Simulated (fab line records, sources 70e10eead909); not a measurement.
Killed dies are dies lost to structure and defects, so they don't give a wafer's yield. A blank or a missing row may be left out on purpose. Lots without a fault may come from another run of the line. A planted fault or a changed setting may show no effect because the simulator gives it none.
Which tool did it? | flow nand_harc | 15 lots, 45 wafers sampled, at 2 steps of a route of 1302

WHAT THE GAUGES READ, wafer by wafer
NHARC_A_M0_INSPECT_27.
lot  | measured     | on                | raw_defect_count
L461 | day 22 17:40 | defect_inspect-02 | 471 586 478
L462 | day 23 07:08 | defect_inspect-01 | 623 637 575
L463 | day 23 07:26 | defect_inspect-02 | 524 403 375
L465 | day 24 01:38 | defect_inspect-01 | 532 512 543
L466 | day 24 09:04 | defect_inspect-02 | 455 361 409
L467 | day 25 09:16 | defect_inspect-02 | 460 482 483
L470 | day 26 15:14 | defect_inspect-02 | 452 544 434
L469 | day 27 02:24 | defect_inspect-02 | 398 514 311
L472 | day 27 12:34 | defect_inspect-02 | 494 558 474
L473 | day 28 11:35 | defect_inspect-01 | 474 472 460
L474 | day 28 15:40 | defect_inspect-01 | 494 644 551
L475 | day 28 17:38 | defect_inspect-01 | 643 430 535
L476 | day 29 07:56 | defect_inspect-02 | 420 584 382
L479 | day 30 08:53 | defect_inspect-02 | 603 388 445
L481 | day 30 19:05 | defect_inspect-01 | 430 601 533

NHARC_A_M1_CD_MEAS_09: target cd 120 nm.
lot  | measured     | on        | cd_nm (nm)
L461 | day 22 18:56 | cd_sem-02 | 120.2 120.2 120.2
L462 | day 23 08:24 | cd_sem-02 | 119.9 119.8 119.8
L463 | day 23 08:50 | cd_sem-02 | 120.0 119.7 120.6
L465 | day 24 03:05 | cd_sem-03 | 119.7 119.9 121.1
L466 | day 24 10:26 | cd_sem-03 | 120.7 120.4 120.3
L467 | day 25 10:33 | cd_sem-01 | 119.7 120.1 120.0
L470 | day 26 16:37 | cd_sem-02 | 119.4 120.0 118.7
L469 | day 27 03:40 | cd_sem-03 | 120.5 119.7 119.6
L472 | day 27 13:56 | cd_sem-02 | 119.4 120.5 119.6
L473 | day 28 12:58 | cd_sem-01 | 120.4 119.9 119.8
L474 | day 28 17:03 | cd_sem-02 | 120.0 121.0 119.7
L475 | day 28 19:04 | cd_sem-02 | 119.6 119.8 120.0
L476 | day 29 09:41 | cd_sem-02 | 119.7 119.6 119.6
L479 | day 30 10:17 | cd_sem-02 | 119.8 119.6 119.4
L481 | day 30 20:22 | cd_sem-03 | 119.8 120.1 120.0

WHICH TOOL RAN EACH LOT (tool, then ch and the chambers of the sampled wafers, then the start)
The record holds no process step before these readings.

WHAT THE TOOLS THEMSELVES READ (means of the sampled wafers that have a number; where no wafer has one, the mark that the record gives instead)
The record holds no such reading with a usual standard deviation.

THE ANSWER, worked out from the rows above alone
Rule: what is usual is taken from the lots themselves. Put in order of their means at a reading, lots are off if they are a third of the lots or fewer, leave a main group of 4 or more, and stand apart from it by a gap of 3 or more times the standard deviation of the main group's means; of several such gaps the widest counts. A main group whose means are all the same, to the digits that the tables above print for the reading, isn't used. A lot without any number at a reading at which 4 lots or more have one is off too. The other lots that the step has rows for count as sound. The gauges are gone through in route order, then the tools' own readings, and for those a lot's mean is taken as printed above. The first step at which some lot is off is used, and at that step the reading that is off furthest; a lot without a number counts as furthest.
No lot is off at any reading shown: from this, nothing can be told.

WHAT THE SIMULATOR HAD PUT IN
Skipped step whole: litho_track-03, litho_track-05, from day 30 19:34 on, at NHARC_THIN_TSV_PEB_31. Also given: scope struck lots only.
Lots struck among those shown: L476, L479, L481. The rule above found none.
